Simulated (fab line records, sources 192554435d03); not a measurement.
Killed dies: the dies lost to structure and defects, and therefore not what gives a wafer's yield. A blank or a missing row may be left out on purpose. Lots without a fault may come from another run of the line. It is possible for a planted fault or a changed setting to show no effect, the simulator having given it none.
The same fault as seen by 2 desks :: flow n5_finfet :: numbers are kept per desk, each desk with only its own; the story behind them comes last

## TOOL OWNER'S DESK, cvd_co-02
The tool's own readings at N5_BEOL_M0_CO_CAP_123 (material Co, precursor CCTBA/H2, target thk 2 nm, time 102.1 s): means of the sampled wafers that have a number, for each lot that ran on this tool. Marked OUT: a lot whose mean sits more than 4 standard deviations from the usual mean, which makes it out of limits; the brackets give that distance.
Columns: A = heater_power_w at N5_BEOL_M0_CO_CAP_123, usual 250 W; B = run_length_s at N5_BEOL_M0_CO_CAP_123, usual 124.3 s
lot: L217
first seen here: day 6 10:21
A: 285
B: 124.4

lot: L223
first seen here: day 8 04:26
A: 281
B: 149.8 (+48) OUT

lot: L224
first seen here: day 8 06:05
A: 269
B: 141.7 (+33) OUT

lot: L226
first seen here: day 8 21:44
A: 267
B: 141.9 (+33) OUT

lot: L236
first seen here: day 11 01:58
A: 275
B: 124.6
This desk's verdict: out of limits on L223, L224, L226, starting with L223 at day 8 04:26 (run_length_s at N5_BEOL_M0_CO_CAP_123). L217, L236: within limits.

## THE METROLOGY DESK
What the gauges read for every lot (on any tool): the sampled wafers with a number, averaged. Marked OUT: a lot whose mean sits more than 4 standard deviations from the usual mean, which makes it out of limits; the brackets give that distance. Readings shown: 7 of its 11, picked as those furthest out on some lot.
Columns: A = DIBL_N at N5_BEOL_M4_RC_MEAS_101, usual 36.5 mV/V; B = DIBL_P at N5_BEOL_M4_RC_MEAS_101, usual 36.9 mV/V; C = IOFF_P at N5_BEOL_M4_RC_MEAS_101, usual 0.22 nA/um; D = ION_P at N5_BEOL_M4_RC_MEAS_101, usual 462 uA/um; E = SS_N at N5_BEOL_M4_RC_MEAS_101, usual 71.6 mV/dec; F = SS_P at N5_BEOL_M4_RC_MEAS_101, usual 73.4 mV/dec; G = VT_P at N5_BEOL_M4_RC_MEAS_101, usual -250 mV
lot: L215
first seen here: day 5 18:15
A: 35.9
B: 35.7
C: 0.19
D: 457
E: 71.9
F: 73.1
G: -254

lot: L217
first seen here: day 6 05:20
A: 37.5
B: 37.0
C: 0.27
D: 479
E: 71.8
F: 73.6
G: -245

lot: L218
first seen here: day 6 13:27
A: 36.4
B: 37.8
C: 0.24
D: 470
E: 71.4
F: 73.4
G: -249

lot: L223
first seen here: day 7 22:41
A: 36.1
B: 37.5
C: 0.26
D: 469
E: 72.4
F: 73.8
G: -247

lot: L224
first seen here: day 8 01:50
A: 34.6
B: 35.9
C: 0.16
D: 449
E: 71.4
F: 72.8
G: -257

lot: L226
first seen here: day 8 17:36
A: 36.6
B: 37.7
C: 0.21
D: 455
E: 71.9
F: 73.7
G: -252

lot: L231
first seen here: day 9 16:15
A: 36.5
B: 37.0
C: 0.22
D: 461
E: 71.3
F: 73.2
G: -249

lot: L233
first seen here: day 10 08:17
A: 38.2
B: 39.5
C: 0.22
D: 461
E: 72.0
F: 73.8
G: -251

lot: L236
first seen here: day 10 18:33
A: 33.2
B: 33.4
C: 0.17
D: 462
E: 70.2
F: 72.3
G: -253

lot: L237
first seen here: day 11 06:58
A: 36.6
B: 35.5
C: 0.19
D: 458
E: 71.7
F: 73.1
G: -250

lot: L238
first seen here: day 11 10:37
A: 37.8
B: 36.2
C: 0.26
D: 462
E: 72.1
F: 74.2
G: -246
Finding of this desk: none of the 11 lots has anything out of limits.

## PUT TOGETHER
An alarm could have come from the tool owner's desk at day 8 04:26, on L223, L224, L226.
At the metrology desk, nothing out of limits was observed.
The metrology desk has L223, L224, L226 on record, within its limits.
Every lot named ran N5_BEOL_M0_CO_CAP_123 on cvd_co-02.

## WHAT THE SIMULATOR HAD INSERTED
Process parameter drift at N5_BEOL_M0_CO_CAP_123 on cvd_co-02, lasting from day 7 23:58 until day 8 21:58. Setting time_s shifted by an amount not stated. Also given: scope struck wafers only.
Shown lots that were struck: L223, L224, L226.
How many hours passed from the start of the fault until each desk's first out-of-limits reading: the tool owner's desk, 4.
